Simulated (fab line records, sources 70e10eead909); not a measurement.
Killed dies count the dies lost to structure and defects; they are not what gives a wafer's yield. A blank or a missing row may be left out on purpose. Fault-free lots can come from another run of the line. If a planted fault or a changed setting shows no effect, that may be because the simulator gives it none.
Which of the tools did it?    flow nandHarc    13 lots, 39 wafers sampled, at 6 steps of a route of 1159

WHAT THE GAUGES READ, wafer by wafer
NHARC_A_SOURCE_PLATE_INSPECT_08.
lot   measured      on                rawDefectCount
L973  day 7 16:24   defectInspect-01  83 102 92
L974  day 8 02:21   defectInspect-02  66 49 53
L976  day 8 02:21   defectInspect-01  29 39 20
L978  day 8 13:53   defectInspect-02  71 57 61
L977  day 8 13:53   defectInspect-01  38 45 26
L979  day 8 21:55   defectInspect-02  45 58 51
L980  day 8 21:55   defectInspect-01  83 57 66
L981  day 9 13:05   defectInspect-01  96 43 71
L982  day 9 13:06   defectInspect-02  69 92 123
L986  day 10 19:27  defectInspect-02  51 73 69
L987  day 11 00:19  defectInspect-02  50 83 87
L996  day 12 23:40  defectInspect-02  69 45 50
L995  day 13 06:59  defectInspect-01  33 57 28

NHARC_A_ONON_D1_THK_MEAS_24: measures by ellipsometry.
lot   measured      on            thkNm (nm)
L973  day 8 03:35   filmMetro-02  989 987 988
L974  day 8 13:40   filmMetro-02  989 990 990
L976  day 8 13:40   filmMetro-01  990 989 990
L978  day 9 01:08   filmMetro-02  986 987 986
L977  day 9 01:11   filmMetro-02  998 999 998
L979  day 9 09:01   filmMetro-01  998 999 998
L980  day 9 09:01   filmMetro-02  992 994 992
L981  day 10 00:14  filmMetro-01  998 996 998
L982  day 10 00:14  filmMetro-02  995 994 995
L986  day 11 10:05  filmMetro-02  998 1000 1045 1000 1000 1047
L987  day 11 10:13  filmMetro-02  1004 1004 1004
L996  day 13 10:47  filmMetro-02  998 997 999
L995  day 13 18:29  filmMetro-02  1001 1002 1000

NHARC_A_CHANNEL_HOLE_D1_INSPECT_12.
lot   measured      on                rawDefectCount
L973  day 8 08:43   defectInspect-02  4 9 5
L974  day 8 19:26   defectInspect-01  9 5 5
L976  day 8 18:48   defectInspect-02  8 4 1
L978  day 9 06:30   defectInspect-01  6 5 8
L977  day 9 07:07   defectInspect-02  7 5 5
L979  day 9 14:39   defectInspect-01  9 10 10
L980  day 9 14:53   defectInspect-02  6 6 8
L981  day 10 04:46  defectInspect-02  5 7 9
L982  day 10 06:02  defectInspect-02  5 10 10
L986  day 11 18:50  defectInspect-01  6 10
L987  day 11 14:48  defectInspect-01  4 7 8
L996  day 13 16:04  defectInspect-01  6 7 5
L995  day 13 23:08  defectInspect-01  3 7 6

NHARC_END_SORT_01.
lot   measured      on         killedAtArray  killedAtOther  killedAtPeriphery  killedDies  killedOpen  killedShort
L974  day 19 18:46  prober-02  21 36 38       0 0 0          5 3 6              26 39 44    0 3 6       3 3 2
L978  day 20 02:30  prober-01  18 33 24       1 2 0          3 6 7              22 41 31    2 4 1       0 2 0
L977  day 20 23:46  prober-01  15 22 27       2 0 0          5 1 4              22 23 31    6 0 3       1 1 1
L979  day 20 15:57  prober-01  34 35 34       1 2 1          6 4 2              41 41 37    4 3 2       1 1 2
L980  day 20 16:48  prober-02  11 14 15       0 0 0          5 5 1              16 19 16    0 5 4       0 0 0
L981  day 21 05:58  prober-01  19 24 26       0 0 1          0 3 5              19 27 32    3 2 8       2 3 0
L982  day 21 03:26  prober-02  24 28 31       0 0 1          2 3 3              26 31 35    2 2 5       2 0 3
L986  day 22 03:00  prober-01  36 38 642      0 0 0          4 7 5              40 45 647   6 2 6       4 4 0

WHICH TOOL RAN EACH LOT (tool, then ch and the chambers of the sampled wafers, then the start)
lot   NHARC_P_BONDPAD_CMP_19         NHARC_A_ONON_D1_DEP_22
L973  cmp-03 ch 0,1,3, day 6 14:34   pecvdOnon-02 ch 0, day 8 03:12
L974  cmp-03 ch 0,1,3, day 7 01:47   pecvdOnon-03 ch 0, day 8 13:09
L976  cmp-01 ch 0,2, day 7 03:13     pecvdOnon-02 ch 0, day 8 13:09
L978  cmp-02 ch 1,2,3, day 7 13:52   pecvdOnon-04 ch 0, day 9 00:38
L977  cmp-02 ch 2,3, day 7 14:59     pecvdOnon-02 ch 0, day 9 00:46
L979  cmp-01 ch 1,2,3, day 7 21:46   pecvdOnon-02 ch 0, day 9 08:37
L980  cmp-02 ch 0,3, day 7 22:23     pecvdOnon-03 ch 0, day 9 08:41
L981  cmp-03 ch 0,1,2, day 8 11:22   pecvdOnon-04 ch 0, day 9 23:43
L982  cmp-03 ch 1,2,3, day 8 12:28   pecvdOnon-02 ch 0, day 9 23:47
L986  cmp-01 ch 0,1,2, day 9 18:03   pecvdOnon-02 ch 0, day 11 09:38
L987  cmp-03 ch 0,3, day 10 00:14    pecvdOnon-03 ch 0, day 11 09:46
L996  cmp-02 ch 1,3, day 11 23:57    pecvdOnon-04 ch 0, day 13 10:17
L995  cmp-02 ch 0,1,2, day 12 04:51  pecvdOnon-03 ch 0, day 13 17:59
- NHARC_P_BONDPAD_CMP_19: polishes, t overpolish 30 s, cu recess touch 16 s, target thk 160.81 nm.
- NHARC_A_ONON_D1_DEP_22: target thk 1000 nm.

WHAT THE TOOLS THEMSELVES READ (means of the sampled wafers that have a number; where no wafer has one, the mark that the record gives instead)
NHARC_P_BONDPAD_CMP_19.
lot   tool    motorCurrentA (A)  overpolishRunS (s)
L973  cmp-03  13.0               30.004
L974  cmp-03  12.1               30.002
L976  cmp-01  12.0               30.002
L978  cmp-02  12.6               30.003
L977  cmp-02  12.4               29.991
L979  cmp-01  11.3               30.003
L980  cmp-02  10.6               29.998
L981  cmp-03  13.9               30.002
L982  cmp-03  12.6               29.996
L986  cmp-01  12.4               30.000
L987  cmp-03  11.4               30.000
L996  cmp-02  11.7               30.001
L995  cmp-02  12.2               30.001

NHARC_A_ONON_D1_DEP_22.
lot   tool          sih4FlowSccm (sccm)
L973  pecvdOnon-02  210.2
L974  pecvdOnon-03  210.0
L976  pecvdOnon-02  209.6
L978  pecvdOnon-04  210.2
L977  pecvdOnon-02  210.2
L979  pecvdOnon-02  209.9
L980  pecvdOnon-03  209.8
L981  pecvdOnon-04  210.5
L982  pecvdOnon-02  210.0
L986  pecvdOnon-02  209.4
L987  pecvdOnon-03  210.1
L996  pecvdOnon-04  210.1
L995  pecvdOnon-03  209.8

THE ANSWER, worked out from the rows above alone
Rule: what is usual is taken from the lots themselves. The widest of any qualifying gaps counts: lots, ordered by their means at a reading, are off when they make up no more than a third of the lots, leave a main group of 4 or more, and stand apart from it by 3 or more times the standard deviation of that group's means. If all means in a main group match to the digits the tables above print for the reading, that group is not used. A lot without any number at a reading at which 4 lots or more have one is off too. Where the step has rows for the other lots, those lots are counted as sound. First the gauges in route order, then the tools' own readings, where a lot's mean is used as printed above. At the first step where some lot is off, the reading lying furthest off is the one used; lots without a number count as furthest.
Off at NHARC_END_SORT_01 (killedAtArray): L986. The main group: mean 25, standard deviation 6.5. Neither off nor sound, because the step has no rows for them: L973, L976, L987, L996, L995.
If a tool, at a process step before that reading, ran all the lots that are off and no sound lot after the first of them, it fits. Gauges at NHARC_END_SORT_01: tried the same way as those tools. Can't be told from this: 3 tools fit, cmp-01 at NHARC_P_BONDPAD_CMP_19, pecvdOnon-02 at NHARC_A_ONON_D1_DEP_22, prober-01 at NHARC_END_SORT_01.

WHAT THE SIMULATOR HAD PUT IN
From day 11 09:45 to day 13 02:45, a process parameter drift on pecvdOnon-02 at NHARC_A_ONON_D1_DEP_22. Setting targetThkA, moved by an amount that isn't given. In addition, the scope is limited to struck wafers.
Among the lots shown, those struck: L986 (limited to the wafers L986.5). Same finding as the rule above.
